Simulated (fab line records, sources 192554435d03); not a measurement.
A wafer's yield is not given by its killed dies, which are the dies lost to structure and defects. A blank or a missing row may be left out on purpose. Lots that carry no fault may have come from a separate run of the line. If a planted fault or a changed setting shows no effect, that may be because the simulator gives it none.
Split-lot trial | flow n5_finfet | 7 lots, 39 wafers read, on a route of 1938 steps

## ON THE SPLIT
At N5_MOL_CONTACT_COAG_SPUTTER_130 (material Co, target thk 47.5 nm), the setting target_thk_a was moved away from the recipe's 475 angstrom on 9 of the 39 wafers read, by -8.2% to +11.6%. For the rest of the wafers, this setting stayed at what the recipe calls for.

The reading comes from the split's own step.

## THE READING
Co_of_MOL_CONTACT_COAG_SPUTTER_130.thk_nm (the simulator's own value, which no gauge read), in nm, at N5_MOL_CONTACT_COAG_SPUTTER_130 (material Co, target thk 47.5 nm). No usual value for it is given in the file. Here, 30 wafers ran the recipe; their average is 47.6 nm with a standard deviation of 0.54 nm.

wafer  | tool, chamber at the split | target_thk_a as run, angstrom | against the recipe | Co_of_MOL_CONTACT_COAG_SPUTTER_130.thk_nm, nm | against lot-mates on the recipe
L074.1 | pvd_sputter-01, -          | 475                           | recipe             | 47.6                                          | -
L074.2 | pvd_sputter-01, -          | 475                           | recipe             | 47.6                                          | -
L074.5 | pvd_sputter-01, -          | 475                           | recipe             | 47.6                                          | -
L074.3 | pvd_sputter-01, -          | 475                           | recipe             | 47.8                                          | -
L074.4 | pvd_sputter-01, -          | 475                           | recipe             | 47.4                                          | -
L074.6 | pvd_sputter-01, -          | 475                           | recipe             | 46.8                                          | -
L077.1 | pvd_sputter-03, -          | 475                           | recipe             | 48.2                                          | -
L077.6 | pvd_sputter-03, -          | 475                           | recipe             | 48.2                                          | -
L077.2 | pvd_sputter-03, -          | 436.1                         | -8.2%              | 43.6                                          | -4.7
L077.3 | pvd_sputter-03, -          | 436.1                         | -8.2%              | 44.2                                          | -4.1
L077.4 | pvd_sputter-03, -          | 436.1                         | -8.2%              | 43.8                                          | -4.5
L077.5 | pvd_sputter-03, -          | 475                           | recipe             | 48.4                                          | -
L078.1 | pvd_sputter-01, -          | 475                           | recipe             | 46.6                                          | -
L078.2 | pvd_sputter-01, -          | 475                           | recipe             | 47                                            | -
L078.5 | pvd_sputter-01, -          | 475                           | recipe             | 47                                            | -
L078.3 | pvd_sputter-01, -          | 475                           | recipe             | 47.2                                          | -
L078.4 | pvd_sputter-01, -          | 475                           | recipe             | 46.8                                          | -
L078.6 | pvd_sputter-01, -          | 475                           | recipe             | 46.8                                          | -
L080.1 | pvd_sputter-02, -          | 475                           | recipe             | 48.6                                          | -
L080.6 | pvd_sputter-02, -          | 475                           | recipe             | 48.6                                          | -
L080.2 | pvd_sputter-02, -          | 475                           | recipe             | 48.2                                          | -
L080.3 | pvd_sputter-02, -          | 475                           | recipe             | 48                                            | -
L080.4 | pvd_sputter-02, -          | 475                           | recipe             | 47.4                                          | -
L080.5 | pvd_sputter-02, -          | 475                           | recipe             | 47.8                                          | -
L085.1 | pvd_sputter-03, -          | 475                           | recipe             | 47.8                                          | -
L085.2 | pvd_sputter-03, -          | 475                           | recipe             | 47                                            | -
L085.3 | pvd_sputter-03, -          | 522.6                         | +10.0%             | 52                                            | +4.5
L085.4 | pvd_sputter-03, -          | 475                           | recipe             | 47.6                                          | -
L085.5 | pvd_sputter-03, -          | 522.6                         | +10.0%             | 52.4                                          | +4.9
L085.6 | pvd_sputter-03, -          | 522.6                         | +10.0%             | 51.8                                          | +4.3
L092.4 | pvd_sputter-02, -          | 475                           | recipe             | 47.8                                          | -
L092.5 | pvd_sputter-02, -          | 475                           | recipe             | 47                                            | -
L092.6 | pvd_sputter-02, -          | 475                           | recipe             | 47.2                                          | -
L095.1 | pvd_sputter-03, -          | 475                           | recipe             | 47.8                                          | -
L095.3 | pvd_sputter-03, -          | 475                           | recipe             | 47.8                                          | -
L095.2 | pvd_sputter-03, -          | 530                           | +11.6%             | 53.2                                          | +5.5
L095.4 | pvd_sputter-03, -          | 475                           | recipe             | 47.6                                          | -
L095.5 | pvd_sputter-03, -          | 530                           | +11.6%             | 52.8                                          | +5.1
L095.6 | pvd_sputter-03, -          | 530                           | +11.6%             | 53.6                                          | +5.9

THE FIT
A straight line over all 39 wafers: Co_of_MOL_CONTACT_COAG_SPUTTER_130.thk_nm changes by +0.465 nm for each +1% of target_thk_a; r = +0.97; the points scatter about the line by 0.52 nm.
The same after taking each lot's own level away (the mean of its wafers on the recipe; 39 wafers): +0.485 nm for each +1%; r = +0.99; scatter 0.33 nm.
The reading moves by 5.6 nm for the largest change in target_thk_a, on that fit.
From 46.90 to 48.27 nm: that is the span of the lots' own levels, equal to 2.5 times the standard deviation above.
So the lot-to-lot level changes the slope little: the two slopes agree.
Check: for one of the wafers moved furthest among these (+11.6%), held out of the fit, the line's prediction against its lot-mates is +5.57 nm. It came out at +5.47 nm against them.

## OTHER SPLITS ON THESE WAFERS
These wafers also went through other splits before the reading. Each is held against what the fit with the lots' levels taken away leaves over:
other split on the same wafers    | wafers away from the commonest value | r with Co_of_MOL_CONTACT_COAG_SPUTTER_130.thk_nm (lot level and that fit taken away)
N5_WELL_APT_IMPLANT_32 energy_kev | 18                                   | +0.20
N5_WELL_APT_EPI_41 time_s         | 12                                   | -0.03
N5_DUMMY_GATE_ETCH_42 bias_w      | 18                                   | +0.23

## FILE'S OWN FIT
Co_of_MOL_CONTACT_COAG_SPUTTER_130.thk_nm changes by +0.482 nm for each +1% of target_thk_a, r = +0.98.
